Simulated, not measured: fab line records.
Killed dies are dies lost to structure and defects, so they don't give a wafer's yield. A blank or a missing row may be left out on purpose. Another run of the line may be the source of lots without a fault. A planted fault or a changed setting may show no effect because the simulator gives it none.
Problem report, 8D (eight disciplines) form, completed by code	flow n5-finfet	the parts of the form that need people (team, actions taken, sign-off) are left out

## 1. THE ISSUE
RC_P at N5_BEOL_M4_RC_MEAS_101 reads a mean of 31.3 ohm.um on 2 wafers of 2 lots; wafers without a fault read 19.4 ohm.um with a standard deviation of 0.33. That is +36 standard deviations from the usual mean.
First observed at day 12 04:57: wafer L532.5, on prober-02. Wafers with a number at this step in the record: 25, from 10 lots. By rule, "out" or "out of limits" means more than 4 standard deviations away from the usual mean. Any other wafer with a number is counted as sound.

## 2. WHAT THIS IS AND IS NOT
question	is	is not
which readings at this step	RC_P, RC_DENSE_N, RC_DENSE_P, RC_N, REXT_N, REXT_P	DIBL_N, DIBL_P, IOFF_N, IOFF_P, SS_N, SS_P, VT_N, VT_P
which lots	L532, L534	L517, L519, L520, L523, L524, L525, L526, L530
which wafers of those lots	all that have a number	-
read on which gauges	prober-02	prober-01
when	from day 12 04:57	up to then (23 sound wafers)

## 3. SUSPECTS, AND WHAT RULES EACH OUT
Counting: a tool at any process step up to the reading remains a suspect when it ran all the lots that are out and ran no sound lot after the first of those.
- the gauge at N5_BEOL_M4_RC_MEAS_101: kept. All the wafers that are out were read on prober-02, and no step on other tools shows them out.
- rie-diel-04 at N5_MOL_CONTACT_COAG_CONTACT_ETCH_14 (etches SiO2 in C4F6/O2, target depth 27.5 nm, overetch 8.5 nm, time 20 s): kept. It processed each lot that is out, first L532 at day 8 22:14, and no sound lot thereafter; up to then, the last sound lot it processed was L530 at day 8 08:09.
- pvd-sputter-03 at N5_BEOL_M4_SPUTTER_79 (material Cu, target thk 4.5 nm, time 8.29 s): kept. It ran every lot that is out, first L532 (day 12 01:44), and no sound lot after that.
- pvd-sputter-03 at N5_BEOL_M4_ANNEAL_82 (time 240 s): kept. It ran every lot that is out, first L532 (day 12 02:04), and no sound lot after that.
Left after counting: rie-diel-04 at N5_MOL_CONTACT_COAG_CONTACT_ETCH_14, pvd-sputter-03 at N5_BEOL_M4_SPUTTER_79, pvd-sputter-03 at N5_BEOL_M4_ANNEAL_82, prober-02 at N5_BEOL_M4_RC_MEAS_101.

## 4. THE CAUSE (what the simulator had put in)
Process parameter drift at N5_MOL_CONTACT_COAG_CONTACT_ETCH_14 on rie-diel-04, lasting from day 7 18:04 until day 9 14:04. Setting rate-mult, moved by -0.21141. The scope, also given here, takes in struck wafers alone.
4 suspects survive the count, and this tool is in that group.

## 5. THE EFFECT CHAIN, in route order
Each row: a reading where the mean over the struck wafers with a number is more than 3 standard deviations away from the usual. Readings are gone through only where the record gives a usual standard deviation; hours: the median, over the lots, of the time from a lot's start at the first step in this table giving one to that lot's start at this step; sigmas: the change measured in usual standard deviations.
hours	step	reading	usual	on struck wafers	change	sigmas
0	N5_BEOL_M4_RC_MEAS_101	RC_DENSE_N	19.0 ohm.um	30.6	+11.6	+34
0	N5_BEOL_M4_RC_MEAS_101	RC_DENSE_P	23.8 ohm.um	38.3	+14.5	+35
0	N5_BEOL_M4_RC_MEAS_101	RC_N	15.48 ohm.um	24.95	+9.47	+34
0	N5_BEOL_M4_RC_MEAS_101	RC_P	19.4 ohm.um	31.3	+11.9	+36
0	N5_BEOL_M4_RC_MEAS_101	REXT_N	75.0 ohm.um	86.1	+11.1	+7.4
0	N5_BEOL_M4_RC_MEAS_101	REXT_P	101.1 ohm.um	113.2	+12.2	+5.5

## 6. WHAT WOULD HAVE CAUGHT IT SOONER
In this record the first reading out of limits at a measuring or inspecting step was taken at day 12 04:57, 107 hours after the fault began at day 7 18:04.
Tool readings at N5_MOL_CONTACT_COAG_CONTACT_ETCH_14 with a usual standard deviation given in the record: none out on any struck wafer, hence no alarm at a limit of 4 standard deviations on them.
All the lots that are out (2) had begun N5_MOL_CONTACT_COAG_CONTACT_ETCH_14 on rie-diel-04 by day 12 04:57. None of them would have been spared by holding the tool at that moment.
